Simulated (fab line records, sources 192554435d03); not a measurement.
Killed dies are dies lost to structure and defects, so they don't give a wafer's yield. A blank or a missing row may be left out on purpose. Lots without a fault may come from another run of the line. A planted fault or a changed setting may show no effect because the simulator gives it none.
Chamber matching | flow n5_finfet | N5_BEOL_M5_VIA_ETCH_34 on rie_diel-05: 4 sister chambers
The step etches SiCOH lowk in C4F6/O2, target depth 88.3 nm, time 39.2 s. 20 wafers are shown with their chamber, then 10 later ones without.

WAFERS WITH THEIR CHAMBER
wafer  | chamber | showerhead_plenum_p_Torr (Torr) | drypump_motor_current_A (A) | rf_vpp_V (V)
L077.2 | 1       | 2.98                            | 6.1                         | 662
L077.5 | 2       | 2.95                            | 6.8                         | 664
L077.6 | 1       | 2.98                            | 6.1                         | 662
L078.1 | 1       | 2.98                            | 6.1                         | 662
L078.3 | 0       | 2.65                            | 5.6                         | 637
L078.6 | 3       | 2.93                            | 5.8                         | 680
L079.3 | 2       | 2.95                            | 6.7                         | 662
L079.5 | 1       | 2.98                            | 6.1                         | 663
L079.6 | 0       | 2.65                            | 5.6                         | 636
L080.1 | 2       | 2.95                            | 6.8                         | 664
L080.4 | 3       | 2.93                            | 5.8                         | 680
L080.5 | 0       | 2.65                            | 5.6                         | 637
L081.2 | 2       | 2.95                            | 6.7                         | 665
L081.4 | 0       | 2.65                            | 5.6                         | 637
L081.6 | 3       | 2.93                            | 5.8                         | 679
L082.1 | 1       | 2.98                            | 6.1                         | 661
L082.2 | 0       | 2.64                            | 5.6                         | 637
L082.4 | 3       | 2.93                            | 5.8                         | 680
L084.3 | 3       | 2.93                            | 5.8                         | 679
L084.4 | 2       | 2.95                            | 6.7                         | 664

SIGNATURES (means of the wafers above)
reading                  | chamber 0 | chamber 1 | chamber 2 | chamber 3 | scatter within a chamber
showerhead_plenum_p_Torr | 2.6480    | 2.9800    | 2.9500    | 2.9300    | 0.00224
drypump_motor_current_A  | 5.600     | 6.100     | 6.740     | 5.800     | 0.0274
rf_vpp_V                 | 636.80    | 662.00    | 663.80    | 679.60    | 0.742
Rule: a wafer's distance from a chamber is the root of the sum, over the readings, of the square of ((its reading less the chamber's mean) divided by the reading's scatter). The wafer belongs to the nearest chamber; if the next one is less than 2 further off, it can't be placed. The scatter: the root of (the sum of the squares of (reading less its chamber's mean) over the shown wafers, divided by (wafers less chambers)).

WAFERS WITHOUT THEIR CHAMBER
wafer  | showerhead_plenum_p_Torr (Torr) | drypump_motor_current_A (A) | rf_vpp_V (V)
L084.5 | 2.64                            | 5.6                         | 636
L085.2 | 2.93                            | 5.7                         | 680
L085.3 | 2.98                            | 6.1                         | 662
L085.6 | 2.64                            | 5.6                         | 636
L090.1 | 2.64                            | 5.6                         | 637
L090.4 | 2.97                            | 6.1                         | 663
L090.6 | 2.97                            | 6.1                         | 662
L095.1 | 2.64                            | 5.6                         | 636
L095.2 | 2.92                            | 5.8                         | 680
L095.4 | 2.97                            | 6.1                         | 661

WHICH CHAMBER EACH WENT THROUGH
wafer  | from the rows above | in truth
L084.5 | 0                   | 0
L085.2 | 3                   | 3
L085.3 | 1                   | 1
L085.6 | 0                   | 0
L090.1 | 0                   | 0
L090.4 | 1                   | 1
L090.6 | 1                   | 1
L095.1 | 0                   | 0
L095.2 | 3                   | 3
L095.4 | 1                   | 1
Placed correctly: 10 of 10. Can't be placed from these rows: 0. Placed wrongly: 0.
